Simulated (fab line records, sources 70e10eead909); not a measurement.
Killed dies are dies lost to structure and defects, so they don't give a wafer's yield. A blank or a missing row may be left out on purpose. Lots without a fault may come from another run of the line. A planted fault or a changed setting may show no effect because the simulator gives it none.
One fault seen from 2 desks | flow nand_harc | each desk has only its own numbers; what lay behind them comes last

THE METROLOGY DESK
What the gauges read, lot by lot, whatever tool the lot ran on: means of the sampled wafers that have a number. A lot is out of limits, marked OUT, if its mean lies more than 4 standard deviations from the usual mean; the brackets give that distance.
Columns: A = cd_nm at NHARC_A_BLC_CD_MEAS_19, usual 100.8 nm
lot  | first seen here | A
L201 | day 17 10:53    | 99.6
L200 | day 17 11:46    | 101.0
L202 | day 17 12:26    | 99.8
L203 | day 17 13:47    | 100.4
L205 | day 18 02:40    | 100.1
L204 | day 18 02:58    | 101.0
L206 | day 19 07:06    | 99.6
L211 | day 19 18:33    | 99.9
L210 | day 20 01:14    | 103.3
L208 | day 20 02:06    | 101.3
L209 | day 20 11:23    | 99.1
L212 | day 20 22:49    | 104.2
L214 | day 21 00:49    | 100.1
L223 | day 23 10:40    | 98.6
This desk's finding: nothing out of limits on any of the 14 lots.

THE TOOL OWNER'S DESK: pecvd-03
The tool's own readings at NHARC_A_SLIT_DEP_23 (deposits SiON, target thk 100 nm): means of the sampled wafers that have a number, for each lot that ran on this tool. A lot is out of limits, marked OUT, if its mean lies more than 4 standard deviations from the usual mean; the brackets give that distance.
Columns: A = heater_power_w at NHARC_A_SLIT_DEP_23, usual 740 W
lot  | first seen here | A
L200 | day 14 03:02    | 716
L203 | day 14 14:18    | 775
L202 | day 14 14:52    | 725
L205 | day 15 06:26    | 718
L208 | day 16 21:19    | 884
L209 | day 16 23:14    | 775
L212 | day 17 21:56    | 802
L214 | day 17 22:26    | 760
L223 | day 20 10:17    | 876
This desk's finding: nothing out of limits on any of the 9 lots.

PUT TOGETHER
The metrology desk saw nothing out of limits.
The tool owner's desk saw nothing out of limits.

WHAT THE SIMULATOR HAD PUT IN
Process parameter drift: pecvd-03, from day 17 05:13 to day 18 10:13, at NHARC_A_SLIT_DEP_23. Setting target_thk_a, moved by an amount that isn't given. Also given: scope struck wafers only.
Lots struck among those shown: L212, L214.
